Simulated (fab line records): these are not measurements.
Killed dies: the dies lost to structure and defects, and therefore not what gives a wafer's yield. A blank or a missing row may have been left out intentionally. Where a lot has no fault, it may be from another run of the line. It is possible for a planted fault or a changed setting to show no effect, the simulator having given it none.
Matching of chambers | flow n5-finfet | 4 sister chambers for N5_BEOL_M11_STRIP_36 on rie-diel-02
The step strips in N2/H2. 4 wafers are shown with their chamber, then 8 later ones without.

== WAFERS, EACH WITH ITS CHAMBER ==
wafer  | chamber | showerhead-plenum-p-Torr (Torr)
L077.2 | 1       | 2.53
L077.5 | 2       | 2.53
L079.4 | 0       | 2.59
L089.1 | 3       | 2.70

== WAFERS WHOSE CHAMBER IS MISSING ==
wafer  | showerhead-plenum-p-Torr (Torr)
L089.2 | 2.52
L089.6 | 2.58
L092.1 | 2.51
L092.2 | 2.52
L092.5 | 2.51
L095.1 | 2.52
L095.4 | 2.51
L095.6 | 2.69

== EACH ONE'S CHAMBER ==
wafer  | from the rows above     | in truth
L089.2 | can't be placed: 1 or 2 | 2
L089.6 | 0                       | 0
L092.1 | can't be placed: 1 or 2 | 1
L092.2 | can't be placed: 1 or 2 | 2
L092.5 | can't be placed: 1 or 2 | 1
L095.1 | can't be placed: 1 or 2 | 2
L095.4 | can't be placed: 1 or 2 | 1
L095.6 | 3                       | 3
Correctly placed: 2 of 8. Can't be placed from these rows: 6 (the true chamber is among the candidates in 6). 0 placed wrongly.
How it was worked out, from the rows above alone: a wafer's distance from a chamber is the root of the sum, over the readings, of the square of ((its reading less the chamber's mean) divided by the reading's scatter). If the next closest chamber is less than 2 further off than the closest, the wafer can't be placed; otherwise it belongs to the closest. A chamber's mean is the mean of its shown wafers. The scatter (one wafer shown for each chamber): square how far every hidden wafer sits from the nearest shown wafer, average those squares and take the square root.
